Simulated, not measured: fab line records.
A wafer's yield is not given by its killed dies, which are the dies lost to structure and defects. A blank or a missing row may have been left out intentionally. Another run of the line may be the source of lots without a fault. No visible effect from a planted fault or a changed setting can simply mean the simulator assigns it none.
A lot that was struck, set against a sound lot | flow nand-harc | 20 steps out of a route of 1159
Sound: these wafers, L841.1, L841.3, L841.5. Struck: wafers L842.1, L842.3, L842.6. The cause is given at the end.
Each step with rows lists, per side, the tool, then ch with its chambers, then its first start. Under that, the readings that differ: sound wafers | struck wafers | difference of the means | sigmas: that difference in standard deviations of wafers without a fault.
alike: same words and numbers on both sides, and readings whose means sit less than 2 such deviations apart. not compared: any withheld reading, any reading some wafer has no value for, any bound like >300 that may hide the same value, and any number with overlapping values for which the record gives no deviation.
The two part at a step that has a row with sigmas, a row that says differs or no value, or rows on one side only. Numbers that have no deviation but don't overlap get no sigmas and don't part them. A reading missing from all wafers of one side parts the sides only when that side holds two or more wafers.

NHARC_P_ZERO_WELL_CD_MEAS_37 targets a cd of 720 nm.
  sound on cd-sem-01 ch 0, day 2 07:32; struck on cd-sem-03 ch 0, day 2 10:22
  alike: cd-nm
then, 1 step without rows for these wafers: NHARC_P_ZERO_WELL_HARDBAKE_38 (time 80 s).
NHARC_P_ZERO_WELL_DESCUM_39: chemistry O2, time 3 s.
  sound on rie-diel-10 ch 0,2, day 2 07:42; struck on rie-diel-07 ch 0,2, day 2 10:32
  alike: chamber-pressure-mTorr, drypump-motor-current-A, o2-flow-sccm, oes-product-au, rf-vpp-V, showerhead-plenum-p-Torr, throttle-valve-pct
  not compared: rf-hours-counter-h
then, 9 steps without rows for these wafers: NHARC_P_ZERO_WELL_IMPLANT_40; NHARC_P_ZERO_WELL_IMPLANT_59; NHARC_P_ZERO_WELL_IMPLANT_60; NHARC_P_ZERO_WELL_STRIP_41 (strips in SPM, time 840 s); NHARC_P_ZERO_WELL_DEHYDRATE_44 (time 120 s); NHARC_P_ZERO_WELL_HMDS_45 (time 30 s); NHARC_P_ZERO_WELL_COAT_46; NHARC_P_ZERO_WELL_SOFTBAKE_47 (time 95 s); NHARC_P_ZERO_WELL_EBR_48.
NHARC_P_ZERO_WELL_EXPOSE_49: exposes mask P HVPW, target cd 2000 nm.
  sound on krf-scanner-04 ch 0, day 2 09:07; struck on krf-scanner-04 ch 0, day 2 11:44
  reading | sound                      | struck                              | difference | sigmas
  mask    | P_HVPW#0 P_HVPW#0 P_HVPW#0 | P_HVPW_R1#0 P_HVPW_R1#0 P_HVPW_R1#0 | differs    |
then, 2 steps without rows for these wafers: NHARC_P_ZERO_WELL_PEB_50 (peb time 85 s); NHARC_P_ZERO_WELL_DEVELOP_51 (time 70 s).
NHARC_P_ZERO_WELL_CD_MEAS_52 targets a cd of 2000 nm.
  sound on cd-sem-03 ch 0, day 2 09:16; struck on cd-sem-02 ch 0, day 2 11:54
  reading    | sound                | struck               | difference | sigmas
  cd-nm (nm) | 2004.5 2000.4 2001.5 | 1690.7 1690.1 1691.4 | -311.4     | -99 or more
then, 1 step without rows for these wafers: NHARC_P_ZERO_WELL_HARDBAKE_53 (time 80 s).
NHARC_P_ZERO_WELL_DESCUM_54: chemistry O2, time 3 s.
  sound on rie-diel-07 ch 0,2,3, day 2 09:26; struck on rie-diel-07 ch 2,3, day 2 12:04
  reading                      | sound          | struck         | difference | sigmas
  model.P_ZERO_WELL.cd-nm (nm) | 2004 2000 2001 | 1691 1690 1692 | -311       |
  alike: chamber-pressure-mTorr, drypump-motor-current-A, o2-flow-sccm, oes-product-au, rf-vpp-V, showerhead-plenum-p-Torr, throttle-valve-pct
  not compared: rf-hours-counter-h
following that, these wafers have no rows for 1 step: NHARC_P_ZERO_WELL_IMPLANT_55.
-- break in the record here, with 18 days between the starts of the struck wafers on either side (left off in module P_ZERO_WELL, picked up again in module END, where the first step shown is number 1159 on the route) --
NHARC_END_SORT_01:
  at this point the record logs the struck wafers (prober-02 ch 0, day 20 00:48) and has no rows for the sound ones

== WHERE THEY PART ==
At NHARC_P_ZERO_WELL_EXPOSE_49 first; at NHARC_END_SORT_01 last (within this record only).

WHY: the cause the simulator had injected
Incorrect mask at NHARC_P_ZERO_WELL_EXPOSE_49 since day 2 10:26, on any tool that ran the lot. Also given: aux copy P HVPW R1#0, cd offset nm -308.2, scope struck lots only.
